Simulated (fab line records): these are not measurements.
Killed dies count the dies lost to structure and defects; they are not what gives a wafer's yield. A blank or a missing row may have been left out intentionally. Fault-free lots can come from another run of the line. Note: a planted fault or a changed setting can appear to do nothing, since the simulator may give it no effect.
Chamber matching -- flow nand-harc -- NHARC_A_M1_DEP_33 on pecvd-02: 3 sister chambers
The step deposits SiCN, target thk 30 nm. 6 wafers are shown with their chamber, then 12 later ones without.

## EACH WAFER AND ITS CHAMBER
wafer,chamber,heater-power-w (W),chamber-pressure-Torr (Torr)
L086.3,2,507,3.002
L086.4,2,487,3.011
L086.6,1,472,2.996
L087.3,0,653,3.003
L087.4,1,514,3.008
L087.6,0,636,3.010

## WAFERS MISSING THEIR CHAMBER
wafer,heater-power-w (W),chamber-pressure-Torr (Torr)
L092.2,630,2.991
L092.4,632,3.001
L092.5,535,2.992
L093.1,478,3.007
L093.2,535,3.005
L093.5,603,3.003
L095.4,532,2.991
L095.5,582,3.005
L095.6,535,3.007
L097.1,620,3.001
L097.3,515,3.007
L097.5,623,2.990

## WHICH CHAMBER EACH WENT THROUGH
wafer,from the rows above,in truth
L092.2,0,0
L092.4,0,0
L092.5,can't be placed: 1 or 2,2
L093.1,can't be placed: 2 or 1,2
L093.2,can't be placed: 2 or 1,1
L093.5,0,0
L095.4,can't be placed: 1 or 2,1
L095.5,can't be placed: 0 or 2 or 1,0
L095.6,can't be placed: 2 or 1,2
L097.1,0,0
L097.3,can't be placed: 2 or 1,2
L097.5,0,0
Correct placement for 5 of the 12. Not placeable from these rows: 7 (in 7, the candidates include the true chamber). Number placed wrongly: 0.
How it was worked out, from the rows above alone: a wafer's distance from a chamber is the root of the sum, over the readings, of the square of ((its reading less the chamber's mean) divided by the reading's scatter). If the next closest chamber is less than 2 further off than the closest, the wafer can't be placed; otherwise it belongs to the closest. For every chamber, the mean is computed from those of its wafers that are shown. How the scatter is found: for the shown wafers, subtract from each reading the mean of its chamber, square and add these, divide the total by (wafers less chambers), then take the root.
